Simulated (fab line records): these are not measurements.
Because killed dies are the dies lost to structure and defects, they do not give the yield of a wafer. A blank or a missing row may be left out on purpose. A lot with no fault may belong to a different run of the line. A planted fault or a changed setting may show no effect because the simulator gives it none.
Lot-split experiment | flow n5_finfet | on a route of 1938 steps: 7 lots, 39 wafers read

## THE SPLIT ITSELF
At N5_SD_EPI_P_EPI_21 (deposits SiGe:B, time 355 s), the setting time_s was moved away from the recipe's 355 s on 15 of the 39 wafers read, by -56.2% to +42.9%. This setting was run at the recipe's value on the other wafers.

## FROM THE SPLIT TO THE READING: what the file shows between them, 8 steps
- N5_SD_EPI_P_EPI_MEAS_23
- N5_SD_EPI_P_HM_STRIP_48: strips SiNx in H3PO4, material SiNx, target depth 3 nm
- N5_SD_EPI_P_SRD_49: time 30 s
- N5_SD_EPI_P_PRECLEAN_24: cleans in O3/DIW, time 45 s
- N5_SD_EPI_P_PRECLEAN_32: cleans in dHF, time 10 s
- N5_SD_EPI_P_PRECLEAN_33: cleans in SC2, time 45 s
- N5_SD_ACTIVATION_RTA_00: time 0 s
- N5_SD_ACTIVATION_LSA_01: time 0.0008 s

## THE READING
RS_SD_P (ohm/sq), read at N5_SD_ACTIVATION_RS_MEAS_03 with a four-point probe. Typical for fault-free wafers on this fab line: 56.0 ohm/sq, with standard deviation 1 ohm/sq.

wafer  | tool, chamber at the split | time_s as run, s | against the recipe | RS_SD_P, ohm/sq | against lot-mates on the recipe
L078.1 | epi_rpcvd-01, 0            | 355              | recipe             | 56.8            | -
L078.2 | epi_rpcvd-01, 0            | 355              | recipe             | 56.9            | -
L078.3 | epi_rpcvd-01, 0            | 355              | recipe             | 56.7            | -
L082.1 | epi_rpcvd-04, 0            | 355              | recipe             | 57.3            | -
L082.2 | epi_rpcvd-04, 0            | 355              | recipe             | 56.7            | -
L082.3 | epi_rpcvd-04, 0            | 440.7            | +24.1%             | 48.8            | -8.2
L082.4 | epi_rpcvd-04, 0            | 440.7            | +24.1%             | 49.1            | -7.9
L082.5 | epi_rpcvd-04, 0            | 440.7            | +24.1%             | 48.5            | -8.5
L082.6 | epi_rpcvd-04, 0            | 355              | recipe             | 57.0            | -
L083.1 | epi_rpcvd-04, 0            | 461.3            | +29.9%             | 48.4            | -9.2
L083.2 | epi_rpcvd-04, 0            | 461.3            | +29.9%             | 47.6            | -10.0
L083.3 | epi_rpcvd-04, 0            | 355              | recipe             | 57.5            | -
L083.4 | epi_rpcvd-04, 0            | 355              | recipe             | 57.4            | -
L083.5 | epi_rpcvd-04, 0            | 461.3            | +29.9%             | 48.0            | -9.6
L083.6 | epi_rpcvd-04, 0            | 355              | recipe             | 57.8            | -
L085.1 | epi_rpcvd-01, 0            | 355              | recipe             | 56.2            | -
L085.2 | epi_rpcvd-01, 0            | 355              | recipe             | 56.4            | -
L085.3 | epi_rpcvd-01, 0            | 507.2            | +42.9%             | 43.5            | -12.6
L085.4 | epi_rpcvd-01, 0            | 507.2            | +42.9%             | 44.2            | -11.9
L085.5 | epi_rpcvd-01, 0            | 507.2            | +42.9%             | 44.0            | -12.1
L085.6 | epi_rpcvd-01, 0            | 355              | recipe             | 55.8            | -
L090.1 | epi_rpcvd-01, 0            | 355              | recipe             | 56.0            | -
L090.2 | epi_rpcvd-01, 0            | 355              | recipe             | 56.3            | -
L090.3 | epi_rpcvd-01, 0            | 355              | recipe             | 55.5            | -
L090.4 | epi_rpcvd-01, 0            | 355              | recipe             | 55.5            | -
L090.5 | epi_rpcvd-01, 0            | 355              | recipe             | 55.8            | -
L090.6 | epi_rpcvd-01, 0            | 355              | recipe             | 55.3            | -
L091.1 | epi_rpcvd-02, 0            | 355              | recipe             | 58.1            | -
L091.2 | epi_rpcvd-02, 0            | 355              | recipe             | 56.9            | -
L091.3 | epi_rpcvd-02, 0            | 279.5            | -21.3%             | 67.0            | +9.3
L091.4 | epi_rpcvd-02, 0            | 279.5            | -21.3%             | 66.6            | +8.9
L091.5 | epi_rpcvd-02, 0            | 279.5            | -21.3%             | 66.1            | +8.4
L091.6 | epi_rpcvd-02, 0            | 355              | recipe             | 58.0            | -
L093.1 | epi_rpcvd-04, 0            | 355              | recipe             | 57.3            | -
L093.2 | epi_rpcvd-04, 0            | 355              | recipe             | 56.7            | -
L093.3 | epi_rpcvd-04, 0            | 155.5            | -56.2%             | 119.0           | +62.3
L093.4 | epi_rpcvd-04, 0            | 155.5            | -56.2%             | 118.4           | +61.7
L093.5 | epi_rpcvd-04, 0            | 155.5            | -56.2%             | 120.0           | +63.3
L093.6 | epi_rpcvd-04, 0            | 355              | recipe             | 56.0            | -

FIT RESULTS
A straight line over all 39 wafers: RS_SD_P changes by -0.693 ohm/sq for each +1% of time_s; r = -0.89; the points scatter about the line by 8.3 ohm/sq.
The same after taking each lot's own level away (the mean of its wafers on the recipe; 39 wafers): -0.692 ohm/sq for each +1%; r = -0.89; scatter 8.4 ohm/sq.
On that fit, the largest move of time_s shifts the reading by 39 ohm/sq.
Across the lots, their own levels run from 55.73 to 57.67 ohm/sq, a range of 1.9 times the standard deviation given above.
Consequently the slope shifts little with the lot-to-lot level, the two slopes agreeing.
Check: for one of the wafers moved furthest among these (-56.2%), held out of the fit, the line's prediction against its lot-mates is +38.7 ohm/sq. It came out at +62.3 ohm/sq against them.

## OTHER SPLITS APPLIED TO THESE WAFERS
Other splits were also applied to these wafers ahead of the reading. Each is held against what the fit with the lots' levels taken away leaves over:
other split on the same wafers                 | wafers away from the commonest value | r with RS_SD_P (lot level and that fit taken away)
N5_ZERO_LAYER_DEVELOP_10 develop_time_s        | 12                                   | -0.28
N5_PMOS_HMC_CHANNEL_EPI_ETCH_38 target_depth_a | 15                                   | +0.08

## THE WHOLE CHAIN: every reading that the file lists as answering this split, in the file's order
step                        | what it does                 | reading                                                                           | change (the file's fit)               | r (the file's)
N5_SD_EPI_P_EPI_21          | deposits SiGe:B, time 355 s  | SiGe-B_of_SD_EPI_P_EPI_21.thk_nm (the simulator's own value, which no gauge read) | +0.478 nm for each +1% of the setting | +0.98
N5_SD_EPI_P_EPI_MEAS_23     |                              | thk_nm                                                                            | withheld for each +1% of the setting  | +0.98
N5_SD_EPI_P_PRECLEAN_24     | cleans in O3/DIW, time 45 s  | SiGe-B_of_SD_EPI_P_EPI_21.thk_nm (the simulator's own value, which no gauge read) | +0.475 nm for each +1% of the setting | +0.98
N5_SD_ACTIVATION_RS_MEAS_03 | measures by four-point-probe | RS_SD_P                                                                           | -0.68 for each +1% of the setting     | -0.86

## FILE'S OWN FIT
RS_SD_P changes by -0.68 ohm/sq for each +1% of time_s, r = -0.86.
